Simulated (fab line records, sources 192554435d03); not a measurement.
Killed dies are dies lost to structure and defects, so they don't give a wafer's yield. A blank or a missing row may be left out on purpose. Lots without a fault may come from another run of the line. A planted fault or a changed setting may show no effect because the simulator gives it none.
A struck lot beside a sound one | flow n5_finfet | 38 steps out of a route of 1938
Sound: wafers L613.2, L613.4, L613.5. Struck: wafers L611.1, L611.4, L611.5. The cause comes at the end.
At each step with rows: each side's tool, then ch and its chambers, then its first start. Under that, the readings that differ: sound wafers | struck wafers | difference of the means | sigmas: that difference in standard deviations of wafers without a fault.
alike: readings whose means differ by less than 2 such deviations, and words and numbers that are the same on both sides. not compared: withheld readings, readings that some wafer has no value for, bounds like >300 that may hide the same value, and numbers for which the record gives no deviation and whose values overlap.
The two part at a step that has a row with sigmas, a row that says differs or no value, or rows on one side only. Numbers that don't overlap but have no deviation are shown without sigmas and don't part them. A reading that every wafer of one side lacks parts them only if that side has two wafers or more.

first, 9 steps without rows for these wafers: N5_BEOL_M4_ANNEAL_95 (time 240 s); N5_BEOL_M4_SPUTTER_96 (material Cu, target thk 4.5 nm, time 8.29 s); N5_BEOL_M4_ECD_50 (material Cu, target thk 300 nm); N5_BEOL_M4_ANNEAL_51 (time 90 s); N5_BEOL_M4_CMP_52 (polishes, stops on SiOC, t overpolish 6.8 s, target thk 40 nm); N5_BEOL_M4_PRE_CLEAN_60 (time 15 s); N5_BEOL_M4_CO_CAP_55 (material Co, precursor CCTBA/H2, target thk 2 nm, time 102.1 s); N5_BEOL_M4_PRE_CLEAN_56 (time 15 s); N5_BEOL_M4_DEP_57 (deposits SiCN from 3MS/NH3, target thk 8 nm, time 14 s).
N5_BEOL_M4_RC_MEAS_101:
  sound on prober-02 ch 0, day 14 22:04; struck on prober-01 ch 0, day 15 06:19
  alike: DIBL_N, DIBL_P, IOFF_N, IOFF_P, ION_N, ION_P, SS_N, SS_P, VT_N, VT_P
then, 24 steps without rows for these wafers: N5_BEOL_M5_ILD_DEP_00 (deposits SiCOH lowk from DEMS/porogen, target thk 140.64 nm, time 25.9 s); N5_BEOL_M5_CURE_79 (cures SiCOH lowk, time 240 s); N5_BEOL_M5_PECVD_70 (deposits SiO2 from TEOS/O2, target thk 16 nm, time 18 s); N5_BEOL_M5_HM_DEP_02 (deposits TiN, target thk 20 nm); N5_BEOL_M5_COAT_59 (time 60 s, resist thk 60 nm); N5_BEOL_M5_COAT_60 (time 60 s, resist thk 12 nm); N5_BEOL_M5_COAT_71 (time 60 s, resist thk 5 nm); N5_BEOL_M5_COAT_05 (resist thk 30 nm); N5_BEOL_M5_EBR_07; N5_BEOL_M5_SOFTBAKE_06 (time 60 s); N5_BEOL_M5_EXPOSE_08 (exposes mask M5, target cd 28 nm); N5_BEOL_M5_PEB_09 (peb time 60 s); N5_BEOL_M5_DEVELOP_10 (develop time 30 s); N5_BEOL_M5_DESCUM_16 (chemistry O2, time 7 s); N5_BEOL_M5_ETCH_72 (etches underlayer in N2/H2, target depth 6.5 nm, time 5.2 s); N5_BEOL_M5_ETCH_61 (etches SiARC in CF4, target depth 15.6 nm, time 26 s); N5_BEOL_M5_ETCH_62 (etches SOC in N2/H2, target depth 75 nm, overetch 15 nm, time 112.5 s); N5_BEOL_M5_STRIP_63 (strips in N2/H2); N5_BEOL_M5_STRIP_73 (strips in N2/H2); N5_BEOL_M5_STRIP_64 (strips in CF4); N5_BEOL_M5_HM_OPEN_17 (chemistry Cl2/BCl3, target TiN, target depth 20 nm, overetch 6 nm); N5_BEOL_M5_STRIP_19 (strips in O2); N5_BEOL_M5_COAT_65 (time 60 s, resist thk 60 nm); N5_BEOL_M5_COAT_66 (time 60 s, resist thk 12 nm).
-- the record jumps here: 3 days lie between the struck wafers' starts before and after (it left off in module BEOL_M5 and takes up again in module BEOL_M10, whose first step shown is number 1506 of the route) --
N5_BEOL_M10_ETCH_65: etches SiARC in CF4, target depth 39 nm, time 65 s.
  sound on rie_diel-05 ch 0,1,3, day 17 13:28; struck on rie_diel-03 ch 2,3, day 18 02:02
  no value came back on the struck wafers for any of 8 readings (bias_w (W), cf4_flow_sccm (sccm) and others); on the sound wafers bias_w (W) reads 36.18 35.91 36.03
  reading                                       | sound        | struck         | difference | sigmas
  model.CAR-ArF_of_BEOL_M10_COAT_22.thk_nm (nm) | 55 55.2 55.2 | 83.6 83.6 83.4 | +28.4      |
  not compared: rf_hours_counter_h
N5_BEOL_M10_ETCH_66: etches SOC in N2/H2, target depth 120 nm, overetch 24 nm, time 180 s.
  sound on rie_diel-05 ch 0,1,3, day 17 13:31; struck on rie_diel-03 ch 2,3, day 18 02:05
  reading               | sound          | struck         | difference | sigmas
  oes_product_au (a.u.) | 0.68 0.74 0.68 | 0.34 0.32 0.31 | -0.38      | -5
  alike: bias_w, chamber_pressure_mTorr, drypump_motor_current_A, rf_vpp_V, showerhead_plenum_p_Torr, temp_c, throttle_valve_pct
  not compared: rf_hours_counter_h
N5_BEOL_M10_VIA_ETCH_34: etches SiCOH lowk in C4F6/O2, target depth 184.5 nm, time 69.2 s.
  sound on rie_diel-05 ch 0,1,3, day 17 13:39; struck on rie_diel-03 ch 2,3, day 18 02:13
  reading               | sound          | struck            | difference | sigmas
  C4F6_flow_sccm (sccm) | 9.99 9.94 9.95 | 10.02 10.05 10.00 | +0.06      | +2
  oes_product_au (a.u.) | 0.84 0.92 0.84 | 0.34 0.31 0.31    | -0.55      | -6
  alike: O2_flow_sccm, drypump_motor_current_A, rf_vpp_V, showerhead_plenum_p_Torr, throttle_valve_pct
  not compared: rf_hours_counter_h
-- the record jumps here: 2 days lie between the struck wafers' starts before and after (it left off in module BEOL_M10 and takes up again in module PASSIVATION, whose first step shown is number 1936 of the route) --
N5_PASSIVATION_PROBE_49:
  sound on prober-02, day 20 05:51; struck on prober-01, day 20 11:24
  reading                  | sound          | struck         | difference | sigmas
  defect_limited_yield (%) | 92.5 90.3 91.3 | 0 0 0          | -91        | -54
  killed_at_M4_up          | 14 17 18       | 1101 1070 1095 | +1072      | +99 or more
  killed_dies              | 89 115 103     | 1180 1180 1180 | +1078      | +54
  killed_on_rim            | 13 14 11       | 152 152 152    | +139       | +35
  sort_bin_5_function (%)  | 4.2 5.9 5.4    | 96.1 96.0 96.9 | +91.2      | +83
  sort_n_pass              | 1091 1065 1077 | 0 0 0          | -1078      | -51
  sort_yield_pct (%)       | 92.5 90.3 91.3 | 0 0 0          | -91        | -54
  alike: killed_at_M0_to_M3, killed_at_contacts, killed_at_front_end, killed_at_other, killed_open, killed_short, sort_bin_6_memory

WHERE THEY PART
First at N5_BEOL_M10_ETCH_65; last, within this record, at N5_PASSIVATION_PROBE_49.

WHY: what the simulator had put in
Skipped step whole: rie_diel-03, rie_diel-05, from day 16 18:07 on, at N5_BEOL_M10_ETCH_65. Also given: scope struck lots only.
